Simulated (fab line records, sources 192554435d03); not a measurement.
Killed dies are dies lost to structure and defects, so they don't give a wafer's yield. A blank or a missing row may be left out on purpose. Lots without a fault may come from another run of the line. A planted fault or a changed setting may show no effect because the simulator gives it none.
Which tool did it? | flow n5_finfet | 9 lots, 27 wafers sampled, at 5 steps of a route of 1938

WHAT THE GAUGES READ, wafer by wafer
N5_BEOL_M4_RC_MEAS_101. Usual: DIBL_N 36.5 mV/V, standard deviation 1.7; DIBL_P 36.3 mV/V, standard deviation 2.1; IOFF_N 0.16 nA/um, standard deviation 0.036; IOFF_P 0.21 nA/um, standard deviation 0.037; ION_N 676 uA/um, standard deviation 12; ION_P 462 uA/um, standard deviation 7.6; SERP_M1 200 ohm/um, standard deviation 15; SERP_M1_max_site 213 ohm/um, standard deviation 17; SS_N 71.5 mV/dec, standard deviation 0.68; SS_P 73.3 mV/dec, standard deviation 0.63; VT_N 249 mV, standard deviation 3.5; VT_P -250 mV, standard deviation 3.5.
lot  | measured     | on        | DIBL_N (mV/V)  | DIBL_P (mV/V)  | IOFF_N (nA/um) | IOFF_P (nA/um) | ION_N (uA/um) | ION_P (uA/um) | SERP_M1 (ohm/um) | SERP_M1_max_site (ohm/um) | SS_N (mV/dec)  | SS_P (mV/dec)  | VT_N (mV)   | VT_P (mV)      | flag
L288 | day 8 16:08  | prober-02 | 37.9 37.5 36.5 | 37.5 37.1 36.5 | 0.20 0.21 0.18 | 0.24 0.24 0.22 | 697 696 685   | 470 476 471   | 188 207 181      | 197 214 196               | 71.8 71.3 71.8 | 73.1 73.3 72.8 | 243 242 245 | -249 -247 -247 |
L287 | day 8 08:06  | prober-01 | 36.5 37.3 37.0 | 36.5 37.2 36.9 | 0.18 0.20 0.19 | 0.22 0.23 0.22 | 682 687 685   | 472 463 466   | 222 189 198      | 232 198 205               | 71.6 72.3 72.0 | 73.3 73.7 73.5 | 248 247 244 | -248 -250 -248 |
L291 | day 9 01:47  | prober-01 | 36.3 34.4 34.7 | 33.9 33.5 33.9 | 0.14 0.12 0.13 | 0.18 0.17 0.18 | 665 663 664   | 453 453 450   | 208 224 209      | 216 232 219               | 71.0 69.8 70.3 | 72.9 73.0 72.3 | 254 252 253 | -248 -250 -249 |
L292 | day 9 09:56  | prober-02 | 39.0 38.7 37.0 | 38.2 38.2 35.9 | 0.21 0.20 0.17 | 0.26 0.27 0.22 | 685 683 674   | 469 470 462   | 226 201 211      | 244 211 218               | 71.9 72.0 70.7 | 74.1 73.8 73.3 | 248 243 250 | -247 -246 -247 |
L297 | day 10 15:15 | prober-01 | 32.9 37.2 33.1 | 32.3 36.6 32.3 | 0.11 0.18 0.11 | 0.14 0.22 0.15 | 661 679 661   | 450 462 450   | 228 220 217      | 253 233 231               | 70.7 71.6 70.2 | 71.6 73.9 72.4 | 254 249 250 | -254 -248 -255 |
L300 | day 11 14:52 | prober-02 | 36.1 38.9 36.0 | 35.1 38.4 34.6 | 0.16 0.22 0.15 | 0.25 0.31 0.23 | 675 694 673   | 479 476 475   | 237 246 208      | 245 282 226               | 70.8 72.2 71.7 | 73.5 73.6 72.5 | 247 245 247 | -244 -239 -249 |
L301 | day 11 11:36 | prober-02 | 38.1 35.3 36.1 | 39.7 36.3 37.3 | 0.23 0.17 0.19 | 0.26 0.21 0.22 | 695 685 688   | 469 467 466   | 188 201 197      | 195 219 202               | 73.0 71.8 71.5 | 73.4 73.4 73.4 | 244 250 248 | -248 -250 -252 |
L304 | day 11 16:50 | prober-01 | 37.6 35.3 39.6 | 38.6 35.9 40.3 | 0.18 0.13 0.23 | 0.22 0.19 0.25 | 681 667 682   | 467 459 463   | 216 213 232      | 232 222 245               | 72.4 71.0 72.1 | 73.6 73.3 74.1 | 248 253 244 | -250 -251 -247 |
L308 | day 13 05:24 | prober-01 | 35.0 35.4 38.7 | 34.1 34.3 38.4 | 0.12 0.12 0.18 | 0.17 0.17 0.23 | 665 669 678   | 457 455 464   | 168 174 167      | 189 195 173               | 71.3 71.1 72.1 | 72.2 72.6 74.3 | 252 252 247 | -251 -255 -248 |

WHICH TOOL RAN EACH LOT (tool, then ch and the chambers of the sampled wafers, then the start)
lot  | N5_BEOL_M1_TRENCH_ETCH_37                    | N5_BEOL_M1_ALD_84                   | N5_BEOL_M1_ANNEAL_80         | N5_BEOL_M1_ANNEAL_82
L288 | rie_diel-01 ch 1,2, day 6 16:16 or earlier   | ald_metal-01 ch 1,2,3, day 6 16:16  | pvd_sputter-03, day 6 17:11  | pvd_sputter-03, day 6 17:24
L287 | rie_diel-01 ch 1,3, day 6 17:39 or earlier   | ald_metal-02 ch 0,1,3, day 6 17:39  | pvd_sputter-02, day 6 18:40  | pvd_sputter-02, day 6 18:53
L291 | rie_diel-04 ch 0,1,3, day 7 06:40 or earlier | ald_metal-02 ch 0,1, day 7 06:40    | pvd_sputter-03, day 7 08:59  | pvd_sputter-03, day 7 09:13
L292 | rie_diel-04 ch 0,1,2, day 7 11:00 or earlier | ald_metal-02 ch 0,2, day 7 11:00    | pvd_sputter-01, day 7 11:57  | pvd_sputter-01, day 7 12:10
L297 | rie_diel-04 ch 0,2,3, day 8 22:16 or earlier | ald_metal-02 ch 0,1,3, day 8 22:16  | pvd_sputter-03, day 8 23:14  | pvd_sputter-03, day 8 23:27
L300 | rie_diel-04 ch 0,2,3, day 9 18:18 or earlier | ald_metal-02 ch 1,2,3, day 9 18:18  | pvd_sputter-03, day 9 19:20  | pvd_sputter-03, day 9 19:33
L301 | rie_diel-01 ch 1,3, day 9 18:22 or earlier   | ald_metal-04 ch 2,3, day 9 18:22    | pvd_sputter-02, day 9 19:14  | pvd_sputter-02, day 9 19:28
L304 | rie_diel-05 ch 1,3, day 10 08:31 or earlier  | ald_metal-02 ch 0,1,3, day 10 08:31 | pvd_sputter-02, day 10 09:17 | pvd_sputter-02, day 10 09:30
L308 | rie_diel-04 ch 0,1, day 11 10:50 or earlier  | ald_metal-04 ch 1,2, day 11 10:50   | pvd_sputter-03, day 11 11:38 | pvd_sputter-03, day 11 11:52
- N5_BEOL_M1_TRENCH_ETCH_37: etches SiOC in C4F6/O2, target depth 55.207 nm, time 29 s.
- N5_BEOL_M1_ALD_84: deposits TaN, pulse time 2 s, purge time 3 s, co reactant purge time 2 s.
- N5_BEOL_M1_ANNEAL_80: time 240 s.
- N5_BEOL_M1_ANNEAL_82: time 240 s.

WHAT THE TOOLS THEMSELVES READ (means of the sampled wafers that have a number; where no wafer has one, the mark that the record gives instead)
N5_BEOL_M1_TRENCH_ETCH_37. Usual: drypump_motor_current_A 5.7 A, standard deviation 0.42; oes_ar_750_au 0.81 a.u., standard deviation 0.063; oes_f_703_au 0.81 a.u., standard deviation 0.06; oes_product_au 0.82 a.u., standard deviation 0.07; rf_vpp_V 661 V, standard deviation 12; showerhead_plenum_p_Torr 2.87 Torr, standard deviation 0.097; throttle_valve_pct 20.81 %, standard deviation 0.17.
lot  | tool        | drypump_motor_current_A (A) | oes_ar_750_au (a.u.) | oes_f_703_au (a.u.) | oes_product_au (a.u.) | rf_vpp_V (V) | showerhead_plenum_p_Torr (Torr) | throttle_valve_pct (%) | flag
L288 | rie_diel-01 | 5.6                         | 0.84                 | 0.83                | 0.83                  | 653          | 2.79                            | 20.86                  |
L287 | rie_diel-01 | 6.1                         | 0.81                 | 0.79                | 0.81                  | 658          | 2.85                            | 20.73                  |
L291 | rie_diel-04 | 5.5                         | 0.78                 | 0.79                | 0.77                  | 659          | 2.85                            | 20.84                  |
L292 | rie_diel-04 | 5.5                         | 0.86                 | 0.87                | 0.86                  | 665          | 2.96                            | 20.72                  |
L297 | rie_diel-04 | 5.5                         | 0.87                 | 0.87                | 0.88                  | 665          | 2.97                            | 20.64                  |
L300 | rie_diel-04 | 5.5                         | 0.85                 | 0.85                | 0.87                  | 666          | 2.96                            | 20.67                  |
L301 | rie_diel-01 | 6.3                         | 0.80                 | 0.79                | 0.81                  | 652          | 2.81                            | 20.70                  |
L304 | rie_diel-05 | 6.2                         | 0.74                 | 0.74                | 0.73                  | 649          | 2.86                            | 20.87                  |
L308 | rie_diel-04 | 5.4                         | 0.78                 | 0.79                | 0.77                  | 654          | 2.89                            | 20.84                  |

N5_BEOL_M1_ALD_84. Usual: heater_power_w 421 W, standard deviation 44; precursor_vessel_pressure_torr 26.25 Torr, standard deviation 0.049.
lot  | tool         | heater_power_w (W) | precursor_vessel_pressure_torr (Torr) | flag
L288 | ald_metal-01 | 406                | 26.29                                 |
L287 | ald_metal-02 | 423                | 26.24                                 |
L291 | ald_metal-02 | 408                | 26.20                                 |
L292 | ald_metal-02 | 474                | 26.23                                 |
L297 | ald_metal-02 | 425                | 26.29                                 |
L300 | ald_metal-02 | 391                | 26.23                                 |
L301 | ald_metal-04 | 386                | 26.28                                 |
L304 | ald_metal-02 | 422                | 26.25                                 |
L308 | ald_metal-04 | 402                | 26.28                                 |

N5_BEOL_M1_ANNEAL_80. Usual: heater_power_w 804 W, standard deviation 100.
lot  | tool           | heater_power_w (W) | flag
L288 | pvd_sputter-03 | 740                |
L287 | pvd_sputter-02 | 777                |
L291 | pvd_sputter-03 | 869                |
L292 | pvd_sputter-01 | 805                |
L297 | pvd_sputter-03 | 936                |
L300 | pvd_sputter-03 | 740                |
L301 | pvd_sputter-02 | 816                |
L304 | pvd_sputter-02 | 741                |
L308 | pvd_sputter-03 | 767                |

N5_BEOL_M1_ANNEAL_82. Usual: heater_power_w 806 W, standard deviation 100.
lot  | tool           | heater_power_w (W) | flag
L288 | pvd_sputter-03 | 751                |
L287 | pvd_sputter-02 | 798                |
L291 | pvd_sputter-03 | 864                |
L292 | pvd_sputter-01 | 811                |
L297 | pvd_sputter-03 | 936                |
L300 | pvd_sputter-03 | 753                |
L301 | pvd_sputter-02 | 813                |
L304 | pvd_sputter-02 | 747                |
L308 | pvd_sputter-03 | 794                |

THE ANSWER, worked out from the rows above alone
Rule: a lot is off if the mean of its wafers that have a number lies more than 3 standard deviations from the usual mean. A lot without any number at a reading at which 4 lots or more have one is off too. The other lots that the step has rows for count as sound. The gauges are gone through in route order, then the tools' own readings, and for those a lot's mean is taken as printed above. The first step at which some lot is off is used, and at that step the reading that is off furthest; a lot without a number counts as furthest.
No lot is off at any reading shown: from this, nothing can be told.

WHAT THE SIMULATOR HAD PUT IN
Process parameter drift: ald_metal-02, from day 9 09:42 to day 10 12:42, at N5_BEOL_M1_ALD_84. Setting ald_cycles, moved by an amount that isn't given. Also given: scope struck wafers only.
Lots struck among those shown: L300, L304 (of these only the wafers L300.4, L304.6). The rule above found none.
